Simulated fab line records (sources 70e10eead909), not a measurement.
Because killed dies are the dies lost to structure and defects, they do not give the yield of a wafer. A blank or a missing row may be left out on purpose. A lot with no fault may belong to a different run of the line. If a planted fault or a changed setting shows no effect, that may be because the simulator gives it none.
The tool behind it: which one? || flow nand-harc || 24 lots, 72 wafers sampled, at 4 steps of a route of 1302

== WHAT THE GAUGES SHOWED, per wafer ==
NHARC_A_CHANNEL_FILL_D1_INSPECT_13.
{"lot": "L074", "measured": "day 11 02:52", "on": "defect-inspect-01", "raw-defect-count": "338 273 285"}
{"lot": "L075", "measured": "day 11 02:52", "on": "defect-inspect-02", "raw-defect-count": "360 461 1171"}
{"lot": "L076", "measured": "day 11 16:12", "on": "defect-inspect-01", "raw-defect-count": "241 176 315"}
{"lot": "L077", "measured": "day 11 23:02", "on": "defect-inspect-02", "raw-defect-count": "152 132 251"}
{"lot": "L078", "measured": "day 12 05:58", "on": "defect-inspect-02", "raw-defect-count": "351 277 348"}
{"lot": "L079", "measured": "day 12 18:43", "on": "defect-inspect-02", "raw-defect-count": "488 370 339"}
{"lot": "L080", "measured": "day 13 10:35", "on": "defect-inspect-01", "raw-defect-count": "276 528 393"}
{"lot": "L081", "measured": "day 13 23:13", "on": "defect-inspect-01", "raw-defect-count": "267 591 381"}
{"lot": "L082", "measured": "day 14 16:51", "on": "defect-inspect-02", "raw-defect-count": "477 222 263"}
{"lot": "L084", "measured": "day 15 03:25", "on": "defect-inspect-02", "raw-defect-count": "183 247 318"}
{"lot": "L083", "measured": "day 15 03:25", "on": "defect-inspect-01", "raw-defect-count": "391 239 264"}
{"lot": "L086", "measured": "day 15 19:06", "on": "defect-inspect-01", "raw-defect-count": "391 430 410"}
{"lot": "L085", "measured": "day 15 19:06", "on": "defect-inspect-02", "raw-defect-count": "233 283 455"}
{"lot": "L089", "measured": "day 16 23:30", "on": "defect-inspect-02", "raw-defect-count": "301 137 155"}
{"lot": "L087", "measured": "day 16 23:31", "on": "defect-inspect-02", "raw-defect-count": "338 295 283"}
{"lot": "L088", "measured": "day 17 06:32", "on": "defect-inspect-02", "raw-defect-count": "347 480 518"}
{"lot": "L091", "measured": "day 17 19:37", "on": "defect-inspect-01", "raw-defect-count": "328 215 341"}
{"lot": "L090", "measured": "day 18 03:17", "on": "defect-inspect-02", "raw-defect-count": "627 344 542"}
{"lot": "L093", "measured": "day 18 09:07", "on": "defect-inspect-01", "raw-defect-count": "413 337 228"}
{"lot": "L092", "measured": "day 18 09:07", "on": "defect-inspect-02", "raw-defect-count": "277 341 318"}
{"lot": "L094", "measured": "day 19 07:56", "on": "defect-inspect-01", "raw-defect-count": "218 312 337"}
{"lot": "L095", "measured": "day 19 16:56", "on": "defect-inspect-02", "raw-defect-count": "125 205 167"}
{"lot": "L096", "measured": "day 20 01:37", "on": "defect-inspect-01", "raw-defect-count": "418 257 362"}
{"lot": "L097", "measured": "day 20 01:37", "on": "defect-inspect-02", "raw-defect-count": "126 253 282"}

NHARC_A_ONON_D2_THK_MEAS_05: measures by ellipsometry.
{"lot": "L074", "measured": "day 12 11:31", "on": "film-metro-01", "thk-nm (nm)": "980 978 980"}
{"lot": "L075", "measured": "day 12 11:40", "on": "film-metro-02", "thk-nm (nm)": "1018 1018 1020"}
{"lot": "L076", "measured": "day 13 01:38", "on": "film-metro-02", "thk-nm (nm)": "1007 1006 1008"}
{"lot": "L077", "measured": "day 13 09:13", "on": "film-metro-01", "thk-nm (nm)": "1002 1005 1004"}
{"lot": "L078", "measured": "day 13 14:59", "on": "film-metro-01", "thk-nm (nm)": "989 990 989"}
{"lot": "L079", "measured": "day 14 13:53", "on": "film-metro-02", "thk-nm (nm)": "1004 1002 1004"}
{"lot": "L080", "measured": "day 15 02:55", "on": "film-metro-02", "thk-nm (nm)": "1014 1015 1013"}
{"lot": "L081", "measured": "day 15 14:18", "on": "film-metro-01", "thk-nm (nm)": "1001 1000 1002"}
{"lot": "L082", "measured": "day 16 01:12", "on": "film-metro-01", "thk-nm (nm)": "1003 1002 1002"}
{"lot": "L084", "measured": "day 16 18:44", "on": "film-metro-01", "thk-nm (nm)": "1018 1016 1018"}
{"lot": "L083", "measured": "day 16 18:55", "on": "film-metro-01", "thk-nm (nm)": "1009 1007 1006"}
{"lot": "L086", "measured": "day 17 05:50", "on": "film-metro-01", "thk-nm (nm)": "996 997 996"}
{"lot": "L085", "measured": "day 17 05:37", "on": "film-metro-02", "thk-nm (nm)": "995 994 995"}
{"lot": "L089", "measured": "day 18 11:58", "on": "film-metro-02", "thk-nm (nm)": "997 999 999"}
{"lot": "L087", "measured": "day 18 11:53", "on": "film-metro-01", "thk-nm (nm)": "1008 1009 1009"}
{"lot": "L088", "measured": "day 18 19:08", "on": "film-metro-02", "thk-nm (nm)": "993 993 992"}
{"lot": "L091", "measured": "day 19 09:35", "on": "film-metro-01", "thk-nm (nm)": "980 984 982"}
{"lot": "L090", "measured": "day 19 16:31", "on": "film-metro-01", "thk-nm (nm)": "1014 1015 1013"}
{"lot": "L093", "measured": "day 19 22:40", "on": "film-metro-02", "thk-nm (nm)": "994 992 994"}
{"lot": "L092", "measured": "day 19 22:41", "on": "film-metro-01", "thk-nm (nm)": "1014 1014 1015"}
{"lot": "L094", "measured": "day 20 22:55", "on": "film-metro-02", "thk-nm (nm)": "998 1000 998"}
{"lot": "L095", "measured": "day 21 08:02", "on": "film-metro-02", "thk-nm (nm)": "975 975 976"}
{"lot": "L096", "measured": "day 21 14:08", "on": "film-metro-01", "thk-nm (nm)": "1007 1005 1006"}
{"lot": "L097", "measured": "day 21 14:07", "on": "film-metro-01", "thk-nm (nm)": "1006 1006 1004"}

NHARC_A_CHANNEL_HOLE_D2_INSPECT_12.
{"lot": "L074", "measured": "day 13 02:23", "on": "defect-inspect-01", "raw-defect-count": "51 61 59"}
{"lot": "L075", "measured": "day 13 03:40", "on": "defect-inspect-01", "raw-defect-count": "5 12 5"}
{"lot": "L076", "measured": "day 13 18:24", "on": "defect-inspect-02", "raw-defect-count": "4 5 5"}
{"lot": "L077", "measured": "day 14 02:30", "on": "defect-inspect-01", "raw-defect-count": "7 9 3"}
{"lot": "L078", "measured": "day 14 08:37", "on": "defect-inspect-02", "raw-defect-count": "10 4 6"}
{"lot": "L079", "measured": "day 15 04:35", "on": "defect-inspect-02", "raw-defect-count": "49 58 60"}
{"lot": "L080", "measured": "day 15 19:42", "on": "defect-inspect-02", "raw-defect-count": "58 64 47"}
{"lot": "L081", "measured": "day 16 05:01", "on": "defect-inspect-02", "raw-defect-count": "59 44 65"}
{"lot": "L082", "measured": "day 16 23:32", "on": "defect-inspect-02", "raw-defect-count": "62 54 64"}
{"lot": "L084", "measured": "day 17 14:04", "on": "defect-inspect-02", "raw-defect-count": "61 71 54"}
{"lot": "L083", "measured": "day 17 14:13", "on": "defect-inspect-01", "raw-defect-count": "4 15 6"}
{"lot": "L086", "measured": "day 17 22:22", "on": "defect-inspect-02", "raw-defect-count": "12 14 15"}
{"lot": "L085", "measured": "day 17 21:21", "on": "defect-inspect-01", "raw-defect-count": "36 55 64"}
{"lot": "L089", "measured": "day 19 05:47", "on": "defect-inspect-02", "raw-defect-count": "7 12 6"}
{"lot": "L087", "measured": "day 19 05:58", "on": "defect-inspect-02", "raw-defect-count": "50 43 59"}
{"lot": "L088", "measured": "day 19 13:16", "on": "defect-inspect-02", "raw-defect-count": "13 10 18"}
{"lot": "L091", "measured": "day 20 00:41", "on": "defect-inspect-02", "raw-defect-count": "17 15 15"}
{"lot": "L090", "measured": "day 20 07:11", "on": "defect-inspect-01", "raw-defect-count": "65 52 40"}
{"lot": "L093", "measured": "day 20 15:08", "on": "defect-inspect-01", "raw-defect-count": "60 61 43"}
{"lot": "L092", "measured": "day 20 15:45", "on": "defect-inspect-01", "raw-defect-count": "7 14 15"}
{"lot": "L094", "measured": "day 21 16:52", "on": "defect-inspect-02", "raw-defect-count": "17 17 15"}
{"lot": "L095", "measured": "day 21 23:10", "on": "defect-inspect-02", "raw-defect-count": "21 17 21"}
{"lot": "L096", "measured": "day 22 05:51", "on": "defect-inspect-02", "raw-defect-count": "7 5 3"}
{"lot": "L097", "measured": "day 22 05:42", "on": "defect-inspect-02", "raw-defect-count": "23 23 32"}

== EACH LOT AND THE TOOL THAT RAN IT (in order: tool; ch and the chambers of the sampled wafers; start) ==
{"lot": "L074", "NHARC_A_DECK1_JOINT_CMP_13": "cmp-04 ch 0,2,3, day 11 13:05"}
{"lot": "L075", "NHARC_A_DECK1_JOINT_CMP_13": "cmp-02 ch 1,3, day 11 13:05"}
{"lot": "L076", "NHARC_A_DECK1_JOINT_CMP_13": "cmp-02 ch 0,1,3, day 12 02:47"}
{"lot": "L077", "NHARC_A_DECK1_JOINT_CMP_13": "cmp-04 ch 1,2,3, day 12 09:28"}
{"lot": "L078", "NHARC_A_DECK1_JOINT_CMP_13": "cmp-03 ch 0,1,2, day 12 16:10"}
{"lot": "L079", "NHARC_A_DECK1_JOINT_CMP_13": "cmp-02 ch 1,3, day 13 05:07"}
{"lot": "L080", "NHARC_A_DECK1_JOINT_CMP_13": "cmp-03 ch 0,1,2, day 13 20:47"}
{"lot": "L081", "NHARC_A_DECK1_JOINT_CMP_13": "cmp-03 ch 0,1,2, day 14 09:35"}
{"lot": "L082", "NHARC_A_DECK1_JOINT_CMP_13": "cmp-04 ch 0,3, day 15 03:10"}
{"lot": "L084", "NHARC_A_DECK1_JOINT_CMP_13": "cmp-03 ch 1,2, day 15 16:17"}
{"lot": "L083", "NHARC_A_DECK1_JOINT_CMP_13": "cmp-02 ch 0,2,3, day 15 16:19"}
{"lot": "L086", "NHARC_A_DECK1_JOINT_CMP_13": "cmp-02 ch 0,3, day 16 05:26"}
{"lot": "L085", "NHARC_A_DECK1_JOINT_CMP_13": "cmp-04 ch 1,2,3, day 16 05:26"}
{"lot": "L089", "NHARC_A_DECK1_JOINT_CMP_13": "cmp-02 ch 0,1,2, day 17 09:53"}
{"lot": "L087", "NHARC_A_DECK1_JOINT_CMP_13": "cmp-03 ch 1,3, day 17 09:53"}
{"lot": "L088", "NHARC_A_DECK1_JOINT_CMP_13": "cmp-04 ch 1,2,3, day 17 16:42"}
{"lot": "L091", "NHARC_A_DECK1_JOINT_CMP_13": "cmp-04 ch 2,3, day 18 06:02"}
{"lot": "L090", "NHARC_A_DECK1_JOINT_CMP_13": "cmp-04 ch 1,2,3, day 18 13:40"}
{"lot": "L093", "NHARC_A_DECK1_JOINT_CMP_13": "cmp-02 ch 0,1,2, day 18 19:30"}
{"lot": "L092", "NHARC_A_DECK1_JOINT_CMP_13": "cmp-04 ch 2,3, day 18 19:26"}
{"lot": "L094", "NHARC_A_DECK1_JOINT_CMP_13": "cmp-03 ch 0,1,2, day 19 18:14"}
{"lot": "L095", "NHARC_A_DECK1_JOINT_CMP_13": "cmp-02 ch 0,2,3, day 20 03:45"}
{"lot": "L096", "NHARC_A_DECK1_JOINT_CMP_13": "cmp-04 ch 1,2, day 20 11:58"}
{"lot": "L097", "NHARC_A_DECK1_JOINT_CMP_13": "cmp-02 ch 0,1,2, day 20 11:56"}
- NHARC_A_DECK1_JOINT_CMP_13: polishes, target thk 51.023 nm.

== WHAT THE TOOLS THEMSELVES READ (means of the sampled wafers that have a number; where no wafer has one, the mark that the record gives instead) ==
NHARC_A_DECK1_JOINT_CMP_13.
{"lot": "L074", "tool": "cmp-04", "motor-current-A (A)": 11.9, "time-to-endpoint-s (s)": 10.4}
{"lot": "L075", "tool": "cmp-02", "motor-current-A (A)": 10.8, "time-to-endpoint-s (s)": 8.6}
{"lot": "L076", "tool": "cmp-02", "motor-current-A (A)": 10.8, "time-to-endpoint-s (s)": 8.4}
{"lot": "L077", "tool": "cmp-04", "motor-current-A (A)": 11.9, "time-to-endpoint-s (s)": 11.2}
{"lot": "L078", "tool": "cmp-03", "motor-current-A (A)": 11.8, "time-to-endpoint-s (s)": 10.0}
{"lot": "L079", "tool": "cmp-02", "motor-current-A (A)": 10.8, "time-to-endpoint-s (s)": 8.0}
{"lot": "L080", "tool": "cmp-03", "motor-current-A (A)": 11.6, "time-to-endpoint-s (s)": 12.4}
{"lot": "L081", "tool": "cmp-03", "motor-current-A (A)": 11.5, "time-to-endpoint-s (s)": 9.6}
{"lot": "L082", "tool": "cmp-04", "motor-current-A (A)": 13.1, "time-to-endpoint-s (s)": 8.5}
{"lot": "L084", "tool": "cmp-03", "motor-current-A (A)": 11.5, "time-to-endpoint-s (s)": 12.8}
{"lot": "L083", "tool": "cmp-02", "motor-current-A (A)": 10.2, "time-to-endpoint-s (s)": 9.3}
{"lot": "L086", "tool": "cmp-02", "motor-current-A (A)": 9.9, "time-to-endpoint-s (s)": 6.0}
{"lot": "L085", "tool": "cmp-04", "motor-current-A (A)": 11.6, "time-to-endpoint-s (s)": 9.2}
{"lot": "L089", "tool": "cmp-02", "motor-current-A (A)": 11.0, "time-to-endpoint-s (s)": 12.4}
{"lot": "L087", "tool": "cmp-03", "motor-current-A (A)": 10.8, "time-to-endpoint-s (s)": 13.5}
{"lot": "L088", "tool": "cmp-04", "motor-current-A (A)": 11.9, "time-to-endpoint-s (s)": 9.3}
{"lot": "L091", "tool": "cmp-04", "motor-current-A (A)": 11.5, "time-to-endpoint-s (s)": 10.3}
{"lot": "L090", "tool": "cmp-04", "motor-current-A (A)": 11.7, "time-to-endpoint-s (s)": 9.8}
{"lot": "L093", "tool": "cmp-02", "motor-current-A (A)": 11.1, "time-to-endpoint-s (s)": 7.0}
{"lot": "L092", "tool": "cmp-04", "motor-current-A (A)": 11.8, "time-to-endpoint-s (s)": 7.2}
{"lot": "L094", "tool": "cmp-03", "motor-current-A (A)": 11.2, "time-to-endpoint-s (s)": 13.6}
{"lot": "L095", "tool": "cmp-02", "motor-current-A (A)": 10.3, "time-to-endpoint-s (s)": 11.7}
{"lot": "L096", "tool": "cmp-04", "motor-current-A (A)": 11.6, "time-to-endpoint-s (s)": 11.8}
{"lot": "L097", "tool": "cmp-02", "motor-current-A (A)": 11.0, "time-to-endpoint-s (s)": 13.6}

== THE ANSWER, worked out from the rows above alone ==
Rule: what is usual is taken from the lots themselves. Put in order of their means at a reading, lots are off if they are a third of the lots or fewer, leave a main group of 4 or more, and stand apart from it by a gap of 3 or more times the standard deviation of the main group's means; of several such gaps the widest counts. Not used: any main group whose means are identical at the precision the tables above print for the reading. Also off: a lot with no number at a reading for which 4 or more lots have one. Any other lot the step has rows for is counted as sound. First the gauges in route order, then the tools' own readings, where a lot's mean is used as printed above. At the first step where some lot is off, the reading lying furthest off is the one used; lots without a number count as furthest.
None of the lots is off at any reading shown; this tells nothing.

== WHAT HAD BEEN PUT IN BY THE SIMULATOR ==
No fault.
